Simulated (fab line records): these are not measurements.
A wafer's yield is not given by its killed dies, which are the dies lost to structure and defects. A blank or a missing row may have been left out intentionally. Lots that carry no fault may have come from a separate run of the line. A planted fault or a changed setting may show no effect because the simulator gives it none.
Matching of chambers + flow n5_finfet + 3 sister chambers for N5_BEOL_M2_DEP_57 on pecvd-04
The step deposits SiCN from 3MS/NH3, target thk 8 nm, time 14 s. 3 wafers are shown with their chamber, then 7 later ones without.

WAFERS, EACH WITH ITS CHAMBER
| wafer  | chamber | showerhead_plenum_p_Torr (Torr) |
|--------|---------|---------------------------------|
| L079.4 | 1       | 3.680                           |
| L085.1 | 0       | 3.643                           |
| L085.2 | 2       | 3.652                           |

WAFERS WITHOUT THEIR CHAMBER
| wafer  | showerhead_plenum_p_Torr (Torr) |
|--------|---------------------------------|
| L085.3 | 3.688                           |
| L088.1 | 3.650                           |
| L088.4 | 3.693                           |
| L088.5 | 3.656                           |
| L087.3 | 3.654                           |
| L087.4 | 3.645                           |
| L087.5 | 3.676                           |

EACH ONE'S CHAMBER
| wafer  | from the rows above     | in truth |
|--------|-------------------------|----------|
| L085.3 | 1                       | 1        |
| L088.1 | can't be placed: 2 or 0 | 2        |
| L088.4 | 1                       | 1        |
| L088.5 | can't be placed: 2 or 0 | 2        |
| L087.3 | can't be placed: 2 or 0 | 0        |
| L087.4 | can't be placed: 0 or 2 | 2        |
| L087.5 | 1                       | 1        |
Placed correctly: 3 of 7. From these rows, 4 cannot be placed; in 4 the true chamber is one of the candidates. Placed wrongly: 0.
How it was worked out, from the rows above alone: a wafer's distance from a chamber is the root of the sum, over the readings, of the square of ((its reading less the chamber's mean) divided by the reading's scatter). If the next closest chamber is less than 2 further off than the closest, the wafer can't be placed; otherwise it belongs to the closest. A chamber's mean is the mean of its shown wafers. The scatter: root of mean squared gap, hidden wafer to nearest shown wafer, with one shown wafer a chamber.
